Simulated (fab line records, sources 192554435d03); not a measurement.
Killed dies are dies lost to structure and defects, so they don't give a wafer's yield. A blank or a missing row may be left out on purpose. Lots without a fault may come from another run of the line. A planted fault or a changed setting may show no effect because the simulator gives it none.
A struck lot beside a sound one | flow n5_finfet | 36 steps out of a route of 1938
Sound: wafers L920.2, L920.3, L920.6. Struck: wafers L926.1, L926.4, L926.5. The cause comes at the end.
At each step with rows: each side's tool, then ch and its chambers, then its first start. Under that, the readings that differ: sound wafers | struck wafers | difference of the means | sigmas: that difference in standard deviations of wafers without a fault.
alike: readings whose means differ by less than 2 such deviations, and words and numbers that are the same on both sides. not compared: withheld readings, readings that some wafer has no value for, bounds like >300 that may hide the same value, and numbers for which the record gives no deviation and whose values overlap.
The two part at a step that has a row with sigmas, a row that says differs or no value, or rows on one side only. Numbers that don't overlap but have no deviation are shown without sigmas and don't part them. A reading that every wafer of one side lacks parts them only if that side has two wafers or more.

first, 9 steps without rows for these wafers: N5_STI_FIN_REVEAL_PRECLEAN_18 (cleans in SC2, time 45 s); N5_STI_FIN_REVEAL_SRD_28 (time 30 s); N5_DUMMY_GATE_PRECLEAN_00 (cleans in O3/DIW, time 60 s); N5_DUMMY_GATE_SRD_01 (time 30 s); N5_DUMMY_GATE_ALD_02 (deposits SiO2, target thk 2 nm, pulse time 1 s); N5_DUMMY_GATE_CVD_03 (deposits a-Si from SiH4, target thk 150 nm, time 8042 s); N5_DUMMY_GATE_PRECLEAN_46 (cleans in DIW, time 89.5 s); N5_DUMMY_GATE_SRD_47 (dry time 32 s); N5_DUMMY_GATE_CMP_04 (polishes a-Si).
N5_DUMMY_GATE_HM_DEP_06: deposits SiNx from DCS/NH3, target thk 80 nm, time 5141 s.
  sound on lpcvd-01 ch 1/100,1/114,1/95, day 4 05:15; struck on lpcvd-01 ch 1/15,1/29,1/34, day 5 18:14
  reading                                        | sound          | struck          | difference | sigmas
  model.SiNx_of_DUMMY_GATE_HM_DEP_06.thk_nm (nm) | 80.6 81.2 80.4 | 104.6 104 104.6 | +23.7      |
  alike: spike_tc_bottom_C, spike_tc_centre_C, spike_tc_lower_C, zone_power_upper_pct
then, 24 steps without rows for these wafers: N5_DUMMY_GATE_PECVD_30 (deposits SiO2 from TEOS/O2, target thk 55 nm, time 10.8 s); N5_DUMMY_GATE_COAT_34 (time 60 s, resist thk 60 nm); N5_DUMMY_GATE_COAT_35 (time 60 s, resist thk 10 nm); N5_DUMMY_GATE_COAT_28 (time 60 s, resist thk 10 nm); N5_DUMMY_GATE_COAT_09 (resist thk 30 nm); N5_DUMMY_GATE_EBR_11; N5_DUMMY_GATE_SOFTBAKE_10 (time 60 s); N5_DUMMY_GATE_EXPOSE_12 (exposes mask GATE, target cd 25 nm); N5_DUMMY_GATE_PEB_13 (peb time 60 s); N5_DUMMY_GATE_DEVELOP_14 (develop time 30 s); N5_DUMMY_GATE_DESCUM_20 (chemistry O2, time 6.2 s); N5_DUMMY_GATE_ETCH_29 (etches underlayer in N2/H2, target depth 13 nm); N5_DUMMY_GATE_ETCH_36 (etches SiARC in CF4, target depth 13 nm); N5_DUMMY_GATE_ETCH_37 (etches SOC in N2/H2, target depth 60 nm, overetch 30 nm); N5_DUMMY_GATE_STRIP_38 (strips in N2/H2); N5_DUMMY_GATE_STRIP_39 (strips in N2/H2); N5_DUMMY_GATE_TRIM_49 (chemistry O2, time 29 s, target cd 14 nm); N5_DUMMY_GATE_STRIP_40 (strips in CF4); N5_DUMMY_GATE_ETCH_31 (etches SiO2 in C4F6/O2, target depth 82.5 nm, time 27.5 s); N5_DUMMY_GATE_STRIP_41 (strips in O2); N5_DUMMY_GATE_HM_OPEN_21 (chemistry CH3F/O2, target SiNx, target depth 120 nm, time 171.4 s); N5_DUMMY_GATE_ETCH_32 (etches SiO2 in CF4, target depth 3.5 nm, time 3.9 s); N5_DUMMY_GATE_ETCH_23 (etches poly-Si in HBr/Cl2/O2, target depth 41 nm, time 22.3 s); N5_DUMMY_GATE_ETCH_44 (etches poly-Si in HBr/O2, stops on SiO2, target depth 127.5 nm).
N5_ILD0_CMP_03: polishes, stops on SiNx, t overpolish 1.9 s, target thk 197.38 nm.
  sound on cmp-03 ch 1,2, day 5 03:16; struck on cmp-03 ch 0,1,3, day 6 12:38
  reading                                        | sound        | struck          | difference | sigmas
  model.SiNx_of_DUMMY_GATE_HM_DEP_06.thk_nm (nm) | 77.6 78 77.4 | 101.6 101 101.4 | +23.7      |
  alike: motor_current_A, overpolish_run_s, time_to_endpoint_s
N5_PASSIVATION_PROBE_49:
  the record has rows for the sound wafers here (prober-02, day 15 10:26) and none for the struck ones

WHERE THEY PART
Only at N5_PASSIVATION_PROBE_49, within this record.

WHY: what the simulator had put in
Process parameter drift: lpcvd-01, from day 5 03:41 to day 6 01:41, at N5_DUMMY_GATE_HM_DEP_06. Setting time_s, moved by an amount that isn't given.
